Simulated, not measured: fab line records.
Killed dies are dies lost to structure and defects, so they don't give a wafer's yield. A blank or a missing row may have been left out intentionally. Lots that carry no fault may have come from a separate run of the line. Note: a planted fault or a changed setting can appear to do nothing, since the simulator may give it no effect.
Commonality check across tools | flow nand_harc | 9 wafers sampled across 3 lots

WHY IT WAS OPENED
On 1 of the 3 lots, a flag is raised at NHARC_END_SORT_01 on the reading killed_at_periphery. Fault-free wafers read 3.6, with a standard deviation of 2.3.
Rule: a lot is flagged when every wafer of it that has a number lies more than 4 standard deviations from that mean, or none has a number. As for the other lots, they are considered sound.

lot  | measured     | on        | killed_at_periphery, wafer by wafer | flag
L587 | day 21 01:08 | prober-02 | 661 659 660                         | FLAGGED
L586 | day 22 00:25 | prober-01 | 3 0 1                               |
L589 | day 22 14:58 | prober-02 | 6 3 7                               |
On average the flagged lots read 660.0, which is +656.4 against the usual, or +99 or more standard deviations.

LOT BY LOT: THE TOOL USED
The record holds 3 process steps before the reading, out of a route of 1159 steps. Read each cell as the tool, then ch plus the chambers that the sampled wafers visited, then the start.
lot  | flag    | NHARC_P_ZERO_WELL_DESCUM_26       | NHARC_P_GATE_EXPOSE_08           | NHARC_P_GATE_STRIP_108
L587 | FLAGGED | rie_diel-09 ch 1,3, day 3 08:46   | krf_scanner-02 ch 0, day 5 17:53 | rie_diel-03 ch 0,1,2, day 6 10:28
L586 |         | rie_diel-07 ch 0,1,2, day 3 02:38 | krf_scanner-01 ch 0, day 5 18:02 | rie_diel-06 ch 2,3, day 6 10:28
L589 |         | rie_diel-07 ch 1,2,3, day 3 20:58 | krf_scanner-03 ch 0, day 6 09:02 | rie_diel-06 ch 0,1,2, day 7 06:00
What is done by these steps:
- NHARC_P_ZERO_WELL_DESCUM_26: chemistry O2, time 3 s.
- NHARC_P_GATE_EXPOSE_08: exposes mask P HV.
- NHARC_P_GATE_STRIP_108: strips in O2.
- NHARC_END_SORT_01

FLAGGED OVER TOTAL, TOOL BY TOOL (the gauges that took the reading come last)
step                        | tool           | lots run | flagged | share of the flagged lots | sound lots run after its first flagged lot
NHARC_P_ZERO_WELL_DESCUM_26 | rie_diel-07    | 2        | 0       | none                      | -
NHARC_P_ZERO_WELL_DESCUM_26 | rie_diel-09    | 1        | 1       | all                       | 0
NHARC_P_GATE_EXPOSE_08      | krf_scanner-01 | 1        | 0       | none                      | -
NHARC_P_GATE_EXPOSE_08      | krf_scanner-02 | 1        | 1       | all                       | 0
NHARC_P_GATE_EXPOSE_08      | krf_scanner-03 | 1        | 0       | none                      | -
NHARC_P_GATE_STRIP_108      | rie_diel-03    | 1        | 1       | all                       | 0
NHARC_P_GATE_STRIP_108      | rie_diel-06    | 2        | 0       | none                      | -
NHARC_END_SORT_01           | prober-01      | 1        | 0       | none                      | -
NHARC_END_SORT_01           | prober-02      | 2        | 1       | all                       | 1 (L589)

WHAT THE TABLE ALLOWS
4 rows of the table ran every flagged lot: rie_diel-09 at NHARC_P_ZERO_WELL_DESCUM_26, krf_scanner-02 at NHARC_P_GATE_EXPOSE_08, rie_diel-03 at NHARC_P_GATE_STRIP_108, prober-02 at NHARC_END_SORT_01.
- rie_diel-09 at NHARC_P_ZERO_WELL_DESCUM_26: 1 of its 1 lot flagged. The start can't be narrowed down: in this sample, it ran no sound lot prior to its first flagged lot.
- krf_scanner-02 at NHARC_P_GATE_EXPOSE_08: 1 of its 1 lot flagged. The start can't be narrowed down: in this sample, it ran no sound lot prior to its first flagged lot.
- rie_diel-03 at NHARC_P_GATE_STRIP_108: 1 of its 1 lot flagged. The start can't be narrowed down: in this sample, it ran no sound lot prior to its first flagged lot.
- prober-02 at NHARC_END_SORT_01: 1 of its 2 lots flagged. Lots that were sound ran on it after the first flagged one (L589); a persistent fault on the entire tool would not allow that.
Counting lots can't tell these 3 tools apart, because each fits a fault that began at some hour. More lots, or a look at what each step does to the wafer, might.

WHAT HAD BEEN PUT IN BY THE SIMULATOR
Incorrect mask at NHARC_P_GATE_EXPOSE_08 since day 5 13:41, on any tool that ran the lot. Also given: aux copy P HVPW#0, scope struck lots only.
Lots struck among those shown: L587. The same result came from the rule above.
